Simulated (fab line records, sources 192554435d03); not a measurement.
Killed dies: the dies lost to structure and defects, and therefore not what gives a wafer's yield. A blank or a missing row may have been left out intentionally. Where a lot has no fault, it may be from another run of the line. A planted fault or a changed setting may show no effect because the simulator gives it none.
What tool caused it? + flow n5Finfet + 9 lots, 27 wafers sampled, at 5 steps of a route of 1938

WHAT THE GAUGES READ, wafer by wafer
N5_BEOL_M3_OVL_MEAS_29.
| lot  | measured     | on         | V2_OVL (nm)    |
|------|--------------|------------|----------------|
| L265 | day 7 09:47  | overlay-01 | -0.1 0.9 0.3   |
| L273 | day 9 11:47  | overlay-02 | 0.1 -0.4 -0.5  |
| L274 | day 9 14:35  | overlay-01 | 1.3 0.7 1.4    |
| L279 | day 11 16:48 | overlay-01 | -0.4 0.2 -0.3  |
| L281 | day 11 16:59 | overlay-01 | -0.3 -1.0 -0.5 |
| L284 | day 12 06:46 | overlay-01 | 0.4 0.0 -0.2   |
| L285 | day 12 13:28 | overlay-01 | -0.9 0.1 -0.7  |
| L286 | day 12 21:25 | overlay-02 | -0.4 0.7 0.5   |
| L287 | day 13 05:10 | overlay-01 | 0.7 0.4 0.9    |

N5_BEOL_M4_RC_MEAS_101.
| lot  | measured     | on        | DIBL_N (mV/V)  | DIBL_P (mV/V)  | IOFF_N (nA/um) | IOFF_P (nA/um) | ION_N (uA/um) | ION_P (uA/um) | SS_N (mV/dec)  | SS_P (mV/dec)  | VT_N (mV)   | VT_P (mV)      |
|------|--------------|-----------|----------------|----------------|----------------|----------------|---------------|---------------|----------------|----------------|-------------|----------------|
| L265 | day 8 07:37  | prober-01 | 36.4 34.2 34.7 | 35.4 31.6 32.5 | 0.16 0.11 0.13 | 0.20 0.16 0.16 | 664 655 662   | 456 455 454   | 71.6 70.5 71.2 | 73.0 72.0 72.5 | 250 256 253 | -251 -256 -257 |
| L273 | day 10 15:08 | prober-02 | 36.1 35.6 36.9 | 34.8 35.0 34.9 | 0.18 0.16 0.18 | 0.23 0.23 0.23 | 668 691 671   | 458 471 458   | 71.5 71.1 72.4 | 73.4 73.6 73.5 | 247 248 250 | -249 -247 -247 |
| L274 | day 10 21:30 | prober-01 | 37.7 36.0 34.8 | 38.1 35.1 33.7 | 0.19 0.15 0.13 | 0.27 0.21 0.18 | 687 656 678   | 477 455 462   | 71.5 71.8 71.3 | 73.5 72.4 73.1 | 248 249 251 | -244 -249 -249 |
| L279 | day 12 17:39 | prober-01 | 35.4 35.4 34.2 | 35.2 36.6 32.8 | 0.14 0.16 0.12 | 0.20 0.23 0.17 | 676 674 670   | 469 466 457   | 71.5 71.5 71.4 | 73.1 73.0 72.7 | 252 249 251 | -249 -247 -252 |
| L281 | day 12 18:06 | prober-02 | 34.7 36.5 36.4 | 33.5 35.0 35.7 | 0.13 0.15 0.15 | 0.19 0.22 0.22 | 671 647 658   | 460 448 456   | 71.4 72.0 71.8 | 72.2 72.6 72.8 | 252 251 251 | -249 -247 -247 |
| L284 | day 13 11:05 | prober-02 | 34.7 37.6 34.3 | 33.9 37.7 33.2 | 0.13 0.17 0.12 | 0.18 0.24 0.17 | 664 684 653   | 454 467 452   | 70.7 71.3 70.4 | 73.4 73.3 72.3 | 252 249 250 | -249 -249 -254 |
| L285 | day 13 10:17 | prober-01 | 37.4 35.4 34.9 | 37.8 36.2 35.6 | 0.17 0.14 0.13 | 0.21 0.18 0.17 | 682 659 657   | 463 457 461   | 72.0 71.1 71.0 | 74.5 73.8 73.4 | 251 254 253 | -251 -253 -256 |
| L286 | day 13 17:25 | prober-02 | 34.7 35.7 37.3 | 33.1 35.3 35.7 | 0.14 0.15 0.17 | 0.17 0.20 0.21 | 671 684 665   | 462 465 457   | 71.1 70.8 71.3 | 72.5 73.3 72.6 | 248 247 248 | -253 -252 -250 |
| L287 | day 14 05:07 | prober-02 | 36.1 32.9 36.1 | 37.4 33.9 37.3 | 0.16 0.12 0.16 | 0.21 0.17 0.20 | 685 672 681   | 467 457 460   | 71.8 70.4 71.1 | 73.0 72.3 73.9 | 251 252 249 | -252 -252 -253 |

WHICH TOOL RAN EACH LOT (tool, then ch and the chambers of the sampled wafers, then the start)
| lot  | N5_BEOL_M3_ALD_98                | N5_BEOL_M3_ETCHBACK_99            | N5_BEOL_M3_STRIP_97               |
|------|----------------------------------|-----------------------------------|-----------------------------------|
| L265 | aldSin-02 ch 1,2,3, day 7 10:12  | rieDiel-05 ch 0,2,3, day 7 14:49  | rieDiel-05 ch 0,2,3, day 7 15:08  |
| L273 | aldSin-01 ch 0,3, day 9 12:10    | rieDiel-01 ch 0,2,3, day 9 19:50  | rieDiel-01 ch 0,2,3, day 9 20:08  |
| L274 | aldSin-02 ch 1,2,3, day 9 14:49  | rieDiel-05 ch 0,2,3, day 10 04:46 | rieDiel-05 ch 0,2,3, day 10 05:04 |
| L279 | aldSin-02 ch 0,1,3, day 11 17:11 | rieDiel-01 ch 1,2,3, day 11 18:53 | rieDiel-01 ch 1,2,3, day 11 19:13 |
| L281 | aldSin-02 ch 1,3, day 11 17:17   | rieDiel-01 ch 2,3, day 12 00:37   | rieDiel-01 ch 2,3, day 12 00:56   |
| L284 | aldSin-01 ch 0,1,3, day 12 07:35 | rieDiel-01 ch 0,1, day 12 17:45   | rieDiel-01 ch 0,1, day 12 18:04   |
| L285 | aldSin-04 ch 1,3, day 12 13:45   | rieDiel-01 ch 0,3, day 12 18:13   | rieDiel-01 ch 0,3, day 12 18:32   |
| L286 | aldSin-02 ch 0,1, day 12 21:40   | rieDiel-05 ch 1,2,3, day 12 21:52 | rieDiel-05 ch 1,2,3, day 12 22:11 |
| L287 | aldSin-01 ch 0,2, day 13 05:46   | rieDiel-01 ch 0,2,3, day 13 06:00 | rieDiel-01 ch 0,2,3, day 13 06:19 |
- N5_BEOL_M3_ALD_98: deposits SiO2, target thk 2.5 nm, pulse time 1 s, co reactant pulse time 1 s.
- N5_BEOL_M3_ETCHBACK_99: etches SiO2 in CHF3, target depth 5 nm, time 10.4 s.
- N5_BEOL_M3_STRIP_97: strips in N2/H2, time 10 s.

AS READ BY THE TOOLS THEMSELVES (means over the sampled wafers that have a number; for cases with no such wafer, the mark the record gives instead)
N5_BEOL_M3_ALD_98.
| lot  | tool      | heaterPowerW (W) | precursorPulseHeightRel |
|------|-----------|------------------|-------------------------|
| L265 | aldSin-02 | 80               | 0.999                   |
| L273 | aldSin-01 | 82               | 0.995                   |
| L274 | aldSin-02 | 80               | 0.991                   |
| L279 | aldSin-02 | 79               | 1.008                   |
| L281 | aldSin-02 | 80               | 1.000                   |
| L284 | aldSin-01 | 77               | 0.971                   |
| L285 | aldSin-04 | 77               | 1.017                   |
| L286 | aldSin-02 | 79               | 0.984                   |
| L287 | aldSin-01 | 77               | 1.011                   |

N5_BEOL_M3_ETCHBACK_99.
| lot  | tool       | drypumpMotorCurrentA (A) | oesProductAu (a.u.) | rfVppV (V) | showerheadPlenumPTorr (Torr) | throttleValvePct (%) |
|------|------------|--------------------------|---------------------|------------|------------------------------|----------------------|
| L265 | rieDiel-05 | 6.3                      | 0.70                | 243        | 2.10                         | 17.25                |
| L273 | rieDiel-01 | 5.7                      | 0.77                | 241        | 2.13                         | 17.16                |
| L274 | rieDiel-05 | 6.2                      | 0.77                | 244        | 2.18                         | 17.13                |
| L279 | rieDiel-01 | 5.6                      | 0.76                | 241        | 2.15                         | 17.22                |
| L281 | rieDiel-01 | 5.3                      | 0.82                | 242        | 2.14                         | 17.07                |
| L284 | rieDiel-01 | 6.1                      | 0.68                | 241        | 2.09                         | 17.34                |
| L285 | rieDiel-01 | 6.0                      | 0.70                | 240        | 2.10                         | 17.32                |
| L286 | rieDiel-05 | 6.1                      | 0.78                | 245        | 2.22                         | 16.97                |
| L287 | rieDiel-01 | 5.7                      | 0.75                | 241        | 2.12                         | 17.21                |

N5_BEOL_M3_STRIP_97.
| lot  | tool       | biasPowerW (W) | chamberPressureMTorr (mTorr) | drypumpMotorCurrentA (A) | oesProductAu (a.u.) | rfVppV (V) | showerheadPlenumPTorr (Torr) | throttleValvePct (%) |
|------|------------|----------------|------------------------------|--------------------------|---------------------|------------|------------------------------|----------------------|
| L265 | rieDiel-05 | 7.000          | 20.009                       | 6.3                      | 0.70                | 58.8       | 2.48                         | 23.7                 |
| L273 | rieDiel-01 | 6.984          | 19.988                       | 5.7                      | 0.77                | 59.1       | 2.50                         | 23.9                 |
| L274 | rieDiel-05 | 7.021          | 19.985                       | 6.3                      | 0.78                | 60.0       | 2.58                         | 23.6                 |
| L279 | rieDiel-01 | -              | -                            | -                        | -                   | -          | -                            | -                    |
| L281 | rieDiel-01 | -              | -                            | -                        | -                   | -          | -                            | -                    |
| L284 | rieDiel-01 | 7.007          | 20.001                       | 6.1                      | 0.69                | 58.7       | 2.46                         | 24.0                 |
| L285 | rieDiel-01 | 7.030          | 19.994                       | 6.0                      | 0.69                | 59.1       | 2.46                         | 24.0                 |
| L286 | rieDiel-05 | 6.993          | 20.006                       | 6.1                      | 0.78                | 59.2       | 2.61                         | 23.3                 |
| L287 | rieDiel-01 | 7.004          | 19.997                       | 5.7                      | 0.75                | 59.3       | 2.49                         | 23.9                 |

THE ANSWER, worked out from the rows above alone
Rule: what is usual is taken from the lots themselves. Put in order of their means at a reading, lots are off if they are a third of the lots or fewer, leave a main group of 4 or more, and stand apart from it by a gap of 3 or more times the standard deviation of the main group's means; of several such gaps the widest counts. A main group is skipped when, at the precision printed for the reading in the tables above, its means are all equal. A lot without any number at a reading at which 4 lots or more have one is off too. Any other lot the step has rows for is counted as sound. After the gauges, taken in route order, come the tools' own readings; for these a lot's mean is taken, as printed above. At the first step where some lot is off, the reading lying furthest off is the one used; lots without a number count as furthest.
Off: L279, L281 (N5_BEOL_M3_STRIP_97, biasPowerW). Without a number there: L279, L281. For the main group the mean is 7.006 W and the standard deviation 0.015.
If a tool, at that step or one of the process steps before it, ran each lot that is off and ran no sound lot following the first of them, it fits. No candidate that was tried fits.

WHAT WAS PUT IN BY THE SIMULATOR
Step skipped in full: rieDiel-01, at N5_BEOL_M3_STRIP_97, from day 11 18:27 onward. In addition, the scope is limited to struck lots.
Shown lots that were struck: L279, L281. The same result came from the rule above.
